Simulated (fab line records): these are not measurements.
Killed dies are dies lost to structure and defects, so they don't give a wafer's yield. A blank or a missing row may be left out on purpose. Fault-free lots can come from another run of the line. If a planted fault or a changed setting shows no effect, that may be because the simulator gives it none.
Which tool did it? | flow n5_finfet | 11 lots, 33 wafers sampled, at 5 steps of a route of 1938

## WHAT THE GAUGES READ, wafer by wafer
The record holds no reading of a measuring or inspecting step that can be judged against a usual standard deviation.

## TOOL THAT RAN EACH LOT (tool first, then ch and the chambers of the sampled wafers, then the start)
lot  | N5_BEOL_M7_ECD_50              | N5_MIM_BOT_ETCH_STRIP_01           | N5_PASSIVATION_DESCUM_32           | N5_PASSIVATION_STRIP_48            | N5_PASSIVATION_PROBE_49
L423 | ecd_cu-02 ch 0,1, day 9 07:31  | rie_diel-04 ch 0,2,3, day 11 12:52 | rie_diel-04 ch 0,2, day 11 18:36   | rie_diel-04 ch 1,2, day 11 20:59   | prober-02, day 11 23:31
L424 | ecd_cu-02 ch 0,1, day 9 17:08  | rie_diel-04 ch 0,1,3, day 12 09:26 | rie_diel-01 ch 2,3, day 12 12:53   | rie_diel-04 ch 0,3, day 12 15:17   | prober-02, day 12 17:51
L426 | ecd_cu-02 ch 1, day 9 22:44    | rie_diel-01 ch 0,2,3, day 12 11:05 | rie_diel-01 ch 1,2, day 12 14:23   | rie_diel-01 ch 0,2, day 12 16:42   | prober-01, day 12 19:49
L428 | ecd_cu-02 ch 0,1, day 10 07:25 | rie_diel-02 ch 0,2,3, day 13 04:06 | rie_diel-01 ch 1,2,3, day 13 07:27 | rie_diel-04 ch 0,1, day 13 09:49   | prober-01, day 13 12:46
L430 | ecd_cu-02 ch 0,1, day 10 18:41 | rie_diel-01 ch 1,2, day 13 13:58   | rie_diel-01 ch 1,2,3, day 13 16:43 | rie_diel-01 ch 2,3, day 13 19:12   | -
L431 | ecd_cu-01 ch 0,1, day 11 03:11 | rie_diel-01 ch 1,2,3, day 13 14:09 | rie_diel-01 ch 1,2,3, day 13 16:53 | rie_diel-01 ch 1,2,3, day 13 19:47 | prober-02, day 13 22:59
L432 | ecd_cu-02 ch 0,1, day 11 13:55 | rie_diel-01 ch 1,2,3, day 14 02:47 | rie_diel-04 ch 0,1,3, day 14 05:50 | rie_diel-04 ch 0,1,2, day 14 08:31 | prober-01, day 14 11:03
L434 | ecd_cu-02 ch 0,1, day 11 19:59 | rie_diel-01 ch 0,1,2, day 14 06:37 | rie_diel-01 ch 0,1,2, day 14 08:58 | rie_diel-01 ch 0,2,3, day 14 11:25 | prober-02, day 14 14:33
L433 | ecd_cu-02 ch 0,1, day 12 04:58 | rie_diel-04 ch 0,1,3, day 14 18:34 | rie_diel-01 ch 1,2,3, day 14 23:11 | rie_diel-04 ch 0,2,3, day 15 01:37 | prober-01, day 15 04:44
L443 | ecd_cu-01 ch 0,1, day 14 07:33 | rie_diel-01 ch 0,1,3, day 16 18:38 | rie_diel-02 ch 0,3, day 17 00:46   | rie_diel-01 ch 0,2,3, day 17 03:32 | -
L444 | ecd_cu-02 ch 0,1, day 14 18:49 | rie_diel-01 ch 1,2,3, day 17 15:37 | rie_diel-02 ch 0,1,2, day 17 22:08 | rie_diel-01 ch 1,2,3, day 18 00:41 | prober-02, day 18 03:35
- N5_BEOL_M7_ECD_50: material Cu, target thk 300 nm.
- N5_MIM_BOT_ETCH_STRIP_01: strips in O2.
- N5_PASSIVATION_DESCUM_32: chemistry O2, time 7.9 s.
- N5_PASSIVATION_STRIP_48: strips in O2.
- N5_PASSIVATION_PROBE_49

## AS READ BY THE TOOLS THEMSELVES (means over the sampled wafers that have a number; for cases with no such wafer, the mark the record gives instead)
N5_MIM_BOT_ETCH_STRIP_01.
lot  | tool        | drypump_motor_current_A (A) | oes_product_au (a.u.) | rf_vpp_V (V) | showerhead_plenum_p_Torr (Torr) | throttle_valve_pct (%)
L423 | rie_diel-04 | 5.5                         | 0.94                  | 4.6          | 2.11                            | 16.54
L424 | rie_diel-04 | 5.9                         | 0.88                  | 3.2          | 2.07                            | 16.52
L426 | rie_diel-01 | 6.0                         | 0.79                  | 4.0          | 2.08                            | 16.93
L428 | rie_diel-02 | 5.8                         | 0.82                  | 3.7          | 2.11                            | 16.61
L430 | rie_diel-01 | 6.3                         | 0.87                  | 4.2          | 2.12                            | 16.45
L431 | rie_diel-01 | 5.9                         | 0.84                  | 2.9          | 2.12                            | 16.70
L432 | rie_diel-01 | 6.0                         | 0.83                  | 3.6          | 2.12                            | 16.70
L434 | rie_diel-01 | 6.0                         | 0.91                  | 4.0          | 2.17                            | 16.57
L433 | rie_diel-04 | 5.9                         | 0.82                  | 4.7          | 2.06                            | 16.58
L443 | rie_diel-01 | 5.8                         | 0.83                  | 2.8          | 2.16                            | 16.90
L444 | rie_diel-01 | 6.0                         | 0.79                  | 3.0          | 2.11                            | 16.76

N5_PASSIVATION_DESCUM_32.
lot  | tool        | drypump_motor_current_A (A) | oes_product_au (a.u.) | rf_vpp_V (V) | showerhead_plenum_p_Torr (Torr) | throttle_valve_pct (%)
L423 | rie_diel-04 | 5.6                         | 0.92                  | 244.0        | 2.15                            | 20.3
L424 | rie_diel-01 | 5.9                         | 0.81                  | 243.0        | 2.11                            | 20.6
L426 | rie_diel-01 | 6.2                         | 0.88                  | 244.6        | 2.12                            | 20.2
L428 | rie_diel-01 | 5.9                         | 0.84                  | 243.2        | 2.11                            | 20.5
L430 | rie_diel-01 | 6.0                         | 0.83                  | 244.3        | 2.11                            | 20.5
L431 | rie_diel-01 | 5.9                         | 0.84                  | 243.4        | 2.11                            | 20.5
L432 | rie_diel-04 | 5.9                         | 0.84                  | 242.5        | 2.06                            | 20.3
L434 | rie_diel-01 | 6.0                         | 0.90                  | 244.4        | 2.17                            | 20.4
L433 | rie_diel-01 | 5.9                         | 0.82                  | 243.3        | 2.11                            | 20.5
L443 | rie_diel-02 | 5.8                         | 0.77                  | 242.9        | 2.09                            | 20.6
L444 | rie_diel-02 | 6.1                         | 0.73                  | 242.4        | 2.10                            | 20.6

N5_PASSIVATION_STRIP_48.
lot  | tool        | drypump_motor_current_A (A) | oes_product_au (a.u.) | rf_vpp_V (V) | showerhead_plenum_p_Torr (Torr) | throttle_valve_pct (%)
L423 | rie_diel-04 | 5.8                         | 0.89                  | 1.7          | 2.12                            | 16.67
L424 | rie_diel-04 | 5.7                         | 0.87                  | 3.3          | 2.10                            | 16.38
L426 | rie_diel-01 | 6.3                         | 0.83                  | 1.6          | 2.08                            | 16.65
L428 | rie_diel-04 | 6.1                         | 0.84                  | 2.5          | 2.09                            | 16.37
L430 | rie_diel-01 | 6.1                         | 0.85                  | 3.6          | 2.12                            | 16.66
L431 | rie_diel-01 | 5.9                         | 0.81                  | 3.9          | 2.12                            | 16.72
L432 | rie_diel-04 | 5.9                         | 0.84                  | 3.3          | 2.10                            | 16.54
L434 | rie_diel-01 | 6.0                         | 0.86                  | 3.4          | 2.16                            | 16.74
L433 | rie_diel-04 | 5.5                         | 0.88                  | 5.5          | 2.11                            | 16.57
L443 | rie_diel-01 | 6.0                         | 0.83                  | 3.8          | 2.15                            | 16.80
L444 | rie_diel-01 | 6.0                         | 0.80                  | 4.0          | 2.11                            | 16.79

N5_PASSIVATION_PROBE_49.
lot  | tool      | defect_limited_yield (%) | killed_at_M0_to_M3 | killed_at_M4_up | killed_at_contacts | killed_at_front_end | killed_at_other | killed_dies | killed_on_rim | killed_open | killed_short | sort_bin_5_function (%) | sort_bin_6_memory (%) | sort_n_pass | sort_yield_pct (%)
L423 | prober-02 | 91.8                     | 25                 | 9               | 17                 | 42                  | 5               | 97          | 9             | 60          | 35           | 4.8                     | 3.1                   | 1083        | 91.8
L424 | prober-02 | 91.8                     | 27                 | 20              | 18                 | 26                  | 5               | 96          | 14            | 65          | 29           | 4.9                     | 3.1                   | 1084        | 91.8
L426 | prober-01 | 91.6                     | 28                 | 12              | 16                 | 39                  | 3               | 99          | 9             | 59          | 38           | 5.1                     | 2.8                   | 1081        | 91.6
L428 | prober-01 | 89.4                     | 36                 | 13              | 13                 | 57                  | 6               | 125         | 18            | 78          | 45           | 6.3                     | 4.0                   | 1055        | 89.4
L431 | prober-02 | 92.3                     | 36                 | 13              | 12                 | 27                  | 3               | 90          | 12            | 57          | 32           | 4.4                     | 3.0                   | 1090        | 92.3
L432 | prober-01 | 42.8                     | 11                 | 629             | 6                  | 24                  | 4               | 675         | 92            | 33          | 18           | 36.9                    | 16.3                  | 505         | 42.8
L434 | prober-02 | 41.1                     | 15                 | 646             | 8                  | 24                  | 2               | 695         | 88            | 44          | 18           | 38.2                    | 16.7                  | 485         | 41.1
L433 | prober-01 | 42.0                     | 16                 | 622             | 9                  | 36                  | 2               | 684         | 84            | 49          | 22           | 37.0                    | 16.6                  | 496         | 42.0
L444 | prober-02 | 90.2                     | 37                 | 17              | 15                 | 40                  | 7               | 115         | 15            | 81          | 33           | 5.6                     | 3.9                   | 1065        | 90.2

## THE ANSWER, worked out from the rows above alone
Rule: usual is defined by the lots themselves. The widest of any qualifying gaps counts: lots, ordered by their means at a reading, are off when they make up no more than a third of the lots, leave a main group of 4 or more, and stand apart from it by 3 or more times the standard deviation of that group's means. A main group is skipped when, at the precision printed for the reading in the tables above, its means are all equal. Also off: a lot with no number at a reading for which 4 or more lots have one. Where the step has rows for the other lots, those lots are counted as sound. Order of review: gauges by route order, followed by the tools' own readings, for which a lot's mean as printed above is used. At the first step where some lot is off, the reading lying furthest off is the one used; lots without a number count as furthest.
Off, at N5_PASSIVATION_PROBE_49 on killed_at_M4_up: L432, L434, L433. The main group has a mean of 14 with a standard deviation of 3.6. Neither off nor sound, because the step has no rows for them: L430, L443.
A tool fits if, at that step or a process step before it, it ran every lot that is off, and no sound lot after the first of them. Of those tried, none fits.

## WHAT THE SIMULATOR HAD INSERTED
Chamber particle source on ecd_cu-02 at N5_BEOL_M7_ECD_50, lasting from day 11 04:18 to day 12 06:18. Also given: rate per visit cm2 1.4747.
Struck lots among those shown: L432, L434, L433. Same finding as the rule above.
